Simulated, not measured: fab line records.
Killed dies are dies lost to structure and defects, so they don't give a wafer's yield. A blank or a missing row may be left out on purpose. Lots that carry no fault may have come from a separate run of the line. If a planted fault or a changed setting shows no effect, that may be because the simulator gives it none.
A lot that was struck, set against a sound lot :: flow n5Finfet :: 14 out of 1938 route steps
Sound: the wafers L920.3, L920.5, L920.6. The struck wafers were L916.2, L916.3, L916.6. At the end, the cause is stated.
For every step that has rows: the tool of each side, followed by ch and its chambers, followed by its first start. Under that, the readings that differ: sound wafers :: struck wafers :: difference of the means :: sigmas: that difference in standard deviations of wafers without a fault.
alike: readings with means less than 2 such deviations apart, plus words and numbers identical on both sides. not compared: withheld readings, readings lacking a value on some wafer, bounds such as >300 that could conceal the same value, and numbers that have no deviation in the record and whose values overlap.
Wherever a step has rows on one side only, a row that says differs or no value, or a row with sigmas, the two part there. Numbers that have no deviation but don't overlap get no sigmas and don't part them. A reading missing from all wafers of one side parts the sides only when that side holds two or more wafers.

N5_BEOL_M13_ETCH_59: etches BARC in N2/H2, target depth 89 nm, overetch 26.7 nm, time 67.9 s.
  sound on rieDiel-04 ch 2,3, day 14 16:14; struck on rieDiel-02 ch 1,2,3, day 13 23:07
reading: throttleValvePct (%)
sound: 17.35 17.33 17.40
struck: 18.18 17.95 18.01
difference: +0.69
sigmas: +3
  alike: drypumpMotorCurrentA, oesProductAu, rfVppV, showerheadPlenumPTorr
  not compared: rfHoursCounterH
N5_BEOL_M13_VIA_ETCH_16: etches SiOC in C4F8/O2/Ar, target depth 921.7 nm.
  sound on rieDiel-04 ch 2,3, day 14 16:17; struck on rieDiel-02 ch 1,2,3, day 13 23:10
reading: throttleValvePct (%)
sound: 23.81 23.81 23.94
struck: 24.56 24.31 24.37
difference: +0.56
sigmas: +2
  alike: drypumpMotorCurrentA, heOuterTorr, oesProductAu, rfVppV, showerheadPlenumPTorr
N5_BEOL_M13_STRIP_63: strips in N2/H2.
  sound on plasmaAsher-02 ch 0,1, day 14 16:33; struck on plasmaAsher-02 ch 0,1, day 13 23:24
  alike: drypumpMotorCurrentA, heaterPowerW, oesProductAu, stripTimeToEndpointS
  not compared: rfHoursCounterH
N5_BEOL_M13_STRIP_64: strips in N2/H2.
  sound on plasmaAsher-02 ch 0,1, day 14 16:37; struck on plasmaAsher-02 ch 0,1, day 13 23:28
  alike: drypumpMotorCurrentA, heaterPowerW, oesProductAu, stripTimeToEndpointS
  not compared: rfHoursCounterH
then, 2 steps without rows for these wafers: N5_BEOL_M13_STRIP_71 (strips in post etch residue remover, time 60 s); N5_BEOL_M13_SRD_72 (time 30 s, dry time 30 s).
N5_BEOL_M13_CD_MEAS_17 targets a cd of 190 nm.
  sound on cdSem-02 at day 14 16:44; struck on cdSem-03 at day 13 23:37
reading: cdNm (nm)
sound: 193.1 192.7 192.8
struck: 187.8 188.3 188.7
difference: -4.6
sigmas: -3
then, 5 steps without rows for these wafers: N5_BEOL_M13_COAT_65 (time 60 s, resist thk 350 nm); N5_BEOL_M13_COAT_66 (time 60 s, resist thk 110 nm); N5_BEOL_M13_COAT_22 (resist thk 300 nm); N5_BEOL_M13_EBR_24; N5_BEOL_M13_SOFTBAKE_23 (time 60 s).
N5_BEOL_M13_EXPOSE_25: exposes mask M13, target cd 210 nm.
  sound on krfScanner-02 ch 0, day 14 17:02; struck on krfScanner-02, day 13 23:54
  no value came back on the struck wafers for exposureDoseMJCm2, focusOffsetNm (nm); on the sound wafers exposureDoseMJCm2 reads 21.971 21.965 21.958
  alike: mask
then, 1 step without rows for these wafers: N5_BEOL_M13_PEB_26 (peb time 90 s).

## WHERE THEY PART
Earliest at N5_BEOL_M13_ETCH_59; latest, in this record, at N5_BEOL_M13_EXPOSE_25.

WHY: whatever the simulator had introduced
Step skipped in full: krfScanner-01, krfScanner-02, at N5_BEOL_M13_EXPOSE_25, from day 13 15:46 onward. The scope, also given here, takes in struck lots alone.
